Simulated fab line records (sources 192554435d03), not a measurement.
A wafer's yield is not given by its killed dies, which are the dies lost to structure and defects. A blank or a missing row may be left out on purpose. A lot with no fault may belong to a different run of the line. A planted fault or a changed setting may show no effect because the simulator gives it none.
fab line records -- flow n5Finfet
record: lots: 5, wafers: 15, lastDay: 17
route steps=1938 shown PASSIVATION@1898
lots with no fault: from the same line, run without faults
startH: start of the lot's first displayed wafer, in hours after the record's first day -- waitH: hours elapsed since this lot's preceding step -- " as in the row above -- L1.1+2: a row that stands for several wafers -- - value missing, or start not given -- * or withheld: withheld -- < > ~ a bound
route shown NAME@n: names a module that has steps shown in the file, with the first one's number in the route -- usual: mean/standard deviation of fault-free wafers -- same: alike in all rows -- chamber/n: place in a boat -- sites: the reading at each site -- _std_site: standard deviation of those values -- _edge_site: mean of outer sites minus mean of inner sites -- radiusMm: for every site, how far away it sits from the centre of the wafer -- mask NAME#n: copy n -- behind: tool/chamber where the wafer was last shaped -- hold: why the lot went on hold/how many hours it stayed there/how the hold came to an end -- device: the transistor (n, p or np) that didn't switch -- end of line: tests of these same wafers at the route's end -- a step without rows: its recipe alone -- killed: not the wafer's yield, but the dies lost to structure and defects at the first sort -- map: dies across one wafer; x = killed, . = not, _ = none there
set.NAME: the setting that was run; set.NAME@STEP: the one run at that earlier step -- model.NAME: the simulator's own value behind a step, which no gauge read
a table for each step, a row for each wafer; lots at some steps of the route
services: the hour from which a tool's chamber was out of use, counted from the record's first day as startH (under 0 if before that day), plus the number of hours and why
== steps ==
step: N5_PASSIVATION_COAT_24
recipe: spinRpm: 3000, resistThkNm: withheld
step: N5_PASSIVATION_EBR_26
recipe: solvent: PGMEA, ebrWidthMm: 1.5
step: N5_PASSIVATION_SOFTBAKE_25
recipe: tempC: 100, timeS: 90
step: N5_PASSIVATION_EXPOSE_27
recipe: maskId: PAD, na: 0.55, sourceShape: conventional, sigmaOuter: 0.8, polarization: unpolarized, defocusNm: 0, doseMj: 32.3
step: N5_PASSIVATION_PEB_28
recipe: pebTempC: withheld, pebTimeS: *
step: N5_PASSIVATION_DEVELOP_29
recipe: developTimeS: 60, rinseLiquid: diw, dry: airSpin, devTempC: 21
step: N5_PASSIVATION_HARDBAKE_31
recipe: tempC: 130, timeS: 120
step: N5_PASSIVATION_CD_MEAS_30
recipe: targetCdNm: 4000, landingEnergyEv: 500, detector: seInlens, polarity: opening
usual: cdNm: 4000.2/2.5
lot.wafer,tool,chamber,startH,waitH,cdNm
L296.1,cdSem-03,0,308.92,-,4005.7
L296.2,cdSem-03,0,308.92,-,4002.7
L296.5,cdSem-03,0,308.92,-,4004.9
L297.2,cdSem-03,0,314.31,-,3996.1
L297.5,cdSem-03,0,314.31,-,3997.8
L297.6,cdSem-03,0,314.31,-,4000.1
L298.1,cdSem-01,0,315.42,-,4001.4
L298.4,cdSem-01,0,315.42,-,4000.7
L298.6,cdSem-01,0,315.42,-,3996.6
L295.2,cdSem-02,0,336.50,-,4001.6
L295.3,cdSem-02,0,336.50,-,3998.5
L295.6,cdSem-02,0,336.50,-,4003.0
L309.2,cdSem-02,0,407.97,-,4002.3
L309.5,cdSem-02,0,407.97,-,3998.8
L309.6,cdSem-02,0,407.97,-,4001.5
step: N5_PASSIVATION_OVL_MEAS_63
recipe: pointsPerWafer: 44
usual: PAD_OVL: 0/5.1
lot.wafer,tool,chamber,startH,waitH,PAD_OVL[nm]
L296.1,overlay-01,0,308.95,0.0,4
L296.2,overlay-01,0,308.95,0.0,6
L296.5,overlay-01,0,308.95,0.0,-5
L297.2,overlay-01,0,314.34,0.0,4
L297.5,overlay-01,0,314.34,0.0,-2
L297.6,overlay-01,0,314.34,0.0,9
L298.1,overlay-02,0,315.45,0.0,3
L298.4,overlay-02,0,315.45,0.0,3
L298.6,overlay-02,0,315.45,0.0,-1
L295.2,overlay-02,0,336.53,0.0,-7
L295.3,overlay-02,0,336.53,0.0,-4
L295.6,overlay-02,0,336.53,0.0,-7
L309.2,overlay-02,0,408.00,0.0,-1
L309.5,overlay-02,0,408.00,0.0,-9
L309.6,overlay-02,0,408.00,0.0,-6
step: N5_PASSIVATION_INSPECT_64
recipe: mode: adi, inspectInstrument: macro
usual: rawDefectCount: 2.1/1.4
lot.wafer,tool,chamber,startH,waitH,rawDefectCount
L296.1,defectInspect-01,-,308.97,0.0,3
L296.2,defectInspect-01,-,308.97,0.0,3
L296.5,defectInspect-01,-,308.97,0.0,1
L297.2,defectInspect-02,-,314.37,0.0,0
L297.5,defectInspect-02,-,314.37,0.0,2
L297.6,defectInspect-02,-,314.37,0.0,3
L298.1,defectInspect-02,-,315.47,0.0,2
L298.4,defectInspect-02,-,315.47,0.0,2
L298.6,defectInspect-02,-,315.47,0.0,0
L295.2,defectInspect-02,-,336.55,0.0,2
L295.3,defectInspect-02,-,336.55,0.0,2
L295.6,defectInspect-02,-,336.55,0.0,1
L309.2,defectInspect-02,-,408.03,0.0,2
L309.5,defectInspect-02,-,408.03,0.0,3
L309.6,defectInspect-02,-,408.03,0.0,2
step: N5_PASSIVATION_DESCUM_32
recipe: chemistry: O2, timeS: 7.9, sourcePowerW: 50, biasPowerW: 20, pressureMtorr: 20, rfFrequencyHz: 2.712e+07, tempC: 40, o2FlowSccm: 225
usual: drypumpMotorCurrentA: 5.7/0.38, o2FlowSccm: 225.1/0.66, oesProductAu: 0.83/0.072, rfVppV: 243.6/1.2, showerheadPlenumPTorr: 2.12/0.055, throttleValvePct: 20.38/0.17
lot.wafer,tool,chamber,startH,waitH,drypumpMotorCurrentA,o2FlowSccm,oesProductAu,rfHoursCounterH,rfVppV,showerheadPlenumPTorr,throttleValvePct
L296.1,rieDiel-05,0,309.14,0.2,5.4,225.5,0.83,62,244.2,2.04,20.50
L296.2,rieDiel-05,1,309.14,0.2,6.1,223.6,0.83,83,243.4,2.13,20.27
L296.5,rieDiel-05,2,309.14,0.2,5.7,225.0,0.72,-,244.4,2.17,20.48
L297.2,rieDiel-05,0,314.53,0.2,5.3,225.0,0.83,64,243.0,2.04,20.51
L297.5,rieDiel-05,1,314.53,0.2,6.1,224.6,0.82,-,242.7,2.13,20.27
L297.6,rieDiel-05,0,314.53,0.2,5.3,225.2,0.81,-,242.3,2.04,20.50
L298.1,rieDiel-04,3,315.51,0.0,5.3,225.5,0.94,14,243.2,2.05,20.43
L298.4,rieDiel-04,0,315.51,0.0,5.3,226.2,0.85,42,245.0,2.14,20.43
L298.6,rieDiel-04,0,315.51,0.0,5.3,226.9,0.85,-,242.9,2.14,20.42
L295.2,rieDiel-05,3,336.60,0.1,6.1,225.4,0.99,8,242.7,2.04,20.12
L295.3,rieDiel-05,2,336.60,0.1,5.7,224.5,0.73,182,244.7,2.17,20.49
L295.6,rieDiel-05,2,336.60,0.1,5.7,225.6,0.73,-,243.8,2.17,20.51
L309.2,rieDiel-04,0,408.11,0.1,5.3,225.5,0.81,70,244.9,2.13,20.48
L309.5,rieDiel-04,0,408.11,0.1,5.3,225.3,0.81,-,242.9,2.13,20.46
L309.6,rieDiel-04,1,408.11,0.1,5.4,224.3,0.87,-,243.8,2.13,20.34
step: N5_PASSIVATION_AL_ETCH_33
recipe: chemistry: Cl2/BCl3, targetDepthA: 28000, overEtchFrac: 0.15, Cl2_flow_sccm: 180, bcl3FlowSccm: 60, target: Al, stopOn: TaN, timeS: 466.7, ionEnergyEv: 100, pressureMtorr: 10, icpW: 900, biasW: 100
usual: drypumpMotorCurrentA: 5.65/0.27, oesProductAu: 0.77/0.058, throttleValvePct: 34.8/0.38
lot.wafer,tool,chamber,startH,waitH,drypumpMotorCurrentA,oesProductAu,rfHoursCounterH,throttleValvePct
L296.1,rieMetal-01,1,309.23,0.1,5.83,0.81,15,35.2
L296.2,rieMetal-01,0,309.23,0.1,5.40,0.75,24,34.9
L296.5,rieMetal-01,1,309.23,0.1,5.88,0.80,-,35.3
L297.2,rieMetal-01,0,314.62,0.1,5.42,0.74,24,34.9
L297.5,rieMetal-01,1,314.62,0.1,5.86,0.79,-,35.3
L297.6,rieMetal-01,0,314.62,0.1,5.40,0.73,-,35.0
L298.1,rieMetal-03,0,315.59,0.1,5.98,0.87,2,34.6
L298.4,rieMetal-03,0,315.59,0.1,5.98,0.87,-,34.6
L298.6,rieMetal-03,0,315.59,0.1,5.99,0.87,-,34.6
L295.2,rieMetal-03,1,336.69,0.1,5.47,0.66,58,34.6
L295.3,rieMetal-03,1,336.69,0.1,5.49,0.66,-,34.6
L295.6,rieMetal-03,0,336.69,0.1,5.99,0.87,-,34.5
L309.2,rieMetal-01,1,408.20,0.1,5.83,0.77,23,35.2
L309.5,rieMetal-01,0,408.20,0.1,5.40,0.71,-,35.0
L309.6,rieMetal-01,1,408.20,0.1,5.84,0.77,-,35.3
step: N5_PASSIVATION_ETCH_59
recipe: chemistry: Cl2/BCl3, target: TaN, targetDepthA: 650, timeS: 34.9, ionEnergyEv: 100, pressureMtorr: 10, icpW: 900, biasW: 100, Cl2_flow_sccm: 60, bcl3FlowSccm: 30
usual: drypumpMotorCurrentA: 5.65/0.26, oesProductAu: 0.85/0.062, throttleValvePct: 21.36/0.22
lot.wafer,tool,chamber,startH,waitH,drypumpMotorCurrentA,oesProductAu,rfHoursCounterH,throttleValvePct,model.etch.depthNm
L296.1,rieMetal-01,1,309.63,0.3,5.86,0.90,15,21.70,67.01
L296.2,rieMetal-01,0,309.63,0.3,5.40,0.84,24,21.40,67.96
L296.5,rieMetal-01,1,309.63,0.3,5.81,0.89,-,21.72,66.67
L297.2,rieMetal-01,0,315.02,0.3,5.39,0.83,25,21.42,66.89
L297.5,rieMetal-01,1,315.02,0.3,5.85,0.89,-,21.73,66.32
L297.6,rieMetal-01,0,315.02,0.3,5.40,0.84,-,21.41,67.41
L298.1,rieMetal-03,0,315.99,0.3,5.98,0.95,3,21.22,63.66
L298.4,rieMetal-03,0,315.99,0.3,5.98,0.96,-,21.23,64.38
L298.6,rieMetal-03,0,315.99,0.3,5.97,0.96,-,21.23,64.18
L295.2,rieMetal-03,1,337.10,0.3,5.47,0.71,58,21.36,62.89
L295.3,rieMetal-03,1,337.10,0.3,5.48,0.71,-,21.35,63.37
L295.6,rieMetal-03,0,337.10,0.3,5.98,0.93,-,21.24,63.34
L309.2,rieMetal-01,1,408.60,0.3,5.87,0.87,23,21.70,68.23
L309.5,rieMetal-01,0,408.60,0.3,5.39,0.81,-,21.44,66.81
L309.6,rieMetal-01,1,408.60,0.3,5.86,0.89,-,21.67,65.58
step: N5_PASSIVATION_STRIP_34
recipe: chemistry: O2, powerW: 600, tempC: 60, pressureMtorr: 30, rfFrequencyHz: 6e+07, biasPowerW: 0, overashFraction: 2, o2FlowSccm: 225
usual: drypumpMotorCurrentA: 5.8/0.39, o2FlowSccm: 225.0/0.67, oesProductAu: 0.83/0.08, rfVppV: 3.4/1.5, showerheadPlenumPTorr: 2.12/0.062, throttleValvePct: 16.58/0.18
lot.wafer,tool,chamber,startH,waitH,drypumpMotorCurrentA,o2FlowSccm,oesProductAu,rfHoursCounterH,rfVppV,showerheadPlenumPTorr,throttleValvePct
L296.1,rieDiel-04,2,309.75,0.1,5.9,224.2,0.75,158,4.6,2.19,16.90
L296.2,rieDiel-04,0,309.75,0.1,5.4,226.0,0.86,40,2.0,2.15,16.65
L296.5,rieDiel-04,1,309.75,0.1,5.4,223.2,0.91,-,4.3,2.14,16.48
L297.2,rieDiel-05,0,315.14,0.1,5.4,224.9,0.83,64,3.4,2.05,16.64
L297.5,rieDiel-05,2,315.14,0.1,5.7,225.4,0.74,-,4.6,2.18,16.79
L297.6,rieDiel-05,1,315.14,0.1,6.1,225.3,0.84,-,3.6,2.13,16.50
L298.1,rieDiel-04,0,316.14,0.1,5.3,223.8,0.83,43,3.4,2.14,16.73
L298.4,rieDiel-04,2,316.14,0.1,5.8,224.5,0.78,160,3.9,2.19,16.92
L298.6,rieDiel-04,2,316.14,0.1,5.8,224.8,0.77,-,2.3,2.19,16.87
L295.2,rieDiel-05,3,337.27,0.1,6.2,225.1,0.98,8,4.7,2.04,16.35
L295.3,rieDiel-05,0,337.27,0.1,5.4,224.6,0.84,72,0.1,2.04,16.69
L295.6,rieDiel-05,3,337.27,0.1,6.1,224.4,0.97,-,3.0,2.04,16.36
L309.2,rieDiel-05,1,408.72,0.1,6.2,225.5,0.81,119,1.8,2.12,16.49
L309.5,rieDiel-05,1,408.72,0.1,6.2,225.8,0.78,-,1.6,2.12,16.56
L309.6,rieDiel-05,2,408.72,0.1,5.7,224.4,0.71,-,3.9,2.17,16.84
step: N5_PASSIVATION_PROBE_49
usual: defectLimitedYield: 91.1/1.3, killed_at_M0_to_M3: 32/9.7, killed_at_M4_up: 16/6, killedAtContacts: 12/5.9, killedAtFrontEnd: 41/11, killedAtOther: 4/3.1, killedDies: 104/16, killedOpen: 68/12, killedShort: 34/7.4, sort_bin_5_function: 5.1/0.85, sort_bin_6_memory: 3.3/0.66, sortNPass: 1075/16, sortYieldPct: 91.1/1.4
same: grossDies: 1180, killedAtBackSide: 0, sort_bin_4_leakage[%]: 0, sort_bin_8_speed[%]: 0
lot.wafer,tool,chamber,startH,waitH,defectLimitedYield[%],killed_at_M0_to_M3,killed_at_M4_up,killedAtContacts,killedAtFrontEnd,killedAtOther,killedDies,killedOpen,killedShort,sort_bin_5_function[%],sort_bin_6_memory[%],sortNPass,sortYieldPct[%]
L297.2,prober-02,-,319.61,0.2,90.8,27,13,14,53,1,108,60,42,4.7,3.7,1072,90.8
L297.5,prober-02,-,319.76,0.4,92.1,44,11,13,22,3,93,64,28,5.3,2.5,1087,92.1
L297.6,prober-02,-,319.81,0.4,91.4,38,7,7,46,3,101,62,30,4.6,3.0,1079,91.4
killed by level:class
L297.2 FIN_SAQP:geometricParticle:short=16 FIN_SAQP:geometricParticle:open=12 MOL_CONTACT_COAG:geometricParticle:open=8 BEOL_M4:geometricParticle:open=8 MOL_CONTACT_COAG:geometricParticle:short=5 BEOL_M1:geometricParticle:open=5 HKMG_FIN:areaEtch=5 STARTING-WAFER:geometricParticle:open=4
L297.5 BEOL_M0_SAQP:geometricParticle:open=11 FIN_SAQP:geometricParticle:short=9 MOL_CONTACT_COAG:geometricParticle:open=9 BEOL_M0_SAQP:geometricParticle:short=7 BEOL_M1:geometricParticle:open=7 BEOL_M3:geometricParticle:open=7 FIN_SAQP:geometricParticle:open=5 BEOL_M4:geometricParticle:open=5
L297.6 BEOL_M0_SAQP:geometricParticle:short=10 HKMG_FIN:areaEtch=9 BEOL_M0_SAQP:geometricParticle:open=8 BEOL_M1:geometricParticle:open=8 FIN_SAQP:geometricParticle:open=7 STI_FIN_REVEAL:geometricParticle:open=6 MOL_CONTACT_COAG:geometricParticle:open=6 FIN_SAQP:geometricParticle:short=5
== services ==
tool,chamber,startH,hours,kind
rieMetal-03,-,295.92,14.6,pm
rieMetal-01,0,320.04,4.9,repair
rieMetal-01,-,327.12,14.6,pm
rieMetal-03,-,337.52,1.8,repair
rieMetal-03,1,370.29,29.6,repair
== key ==
firstSign none at tools or gauges
modelEffect: step: N5_PASSIVATION_ETCH_59, value: etch.depthNm, without: 69.19, struck: 65.58
metAt N5_PASSIVATION_ETCH_59
struckWafers L309.6
baselineLoss: step: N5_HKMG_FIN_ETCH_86, wafers: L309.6
onsetBetween 315.02 408.60
fault: kind: processParameterDrift, tool: rieMetal-01, chamber: -, onsetH: 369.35, steps: N5_PASSIVATION_ETCH_59, channel: timeS, offset: *, shape: step, endH: 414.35, scope: struckWafersOnly, actsIn: *, stated: *
baselineLoss: these wafers lose ten dies or more at that step, a loss of the line's own and not of a fault; the sort's usual values leave them out
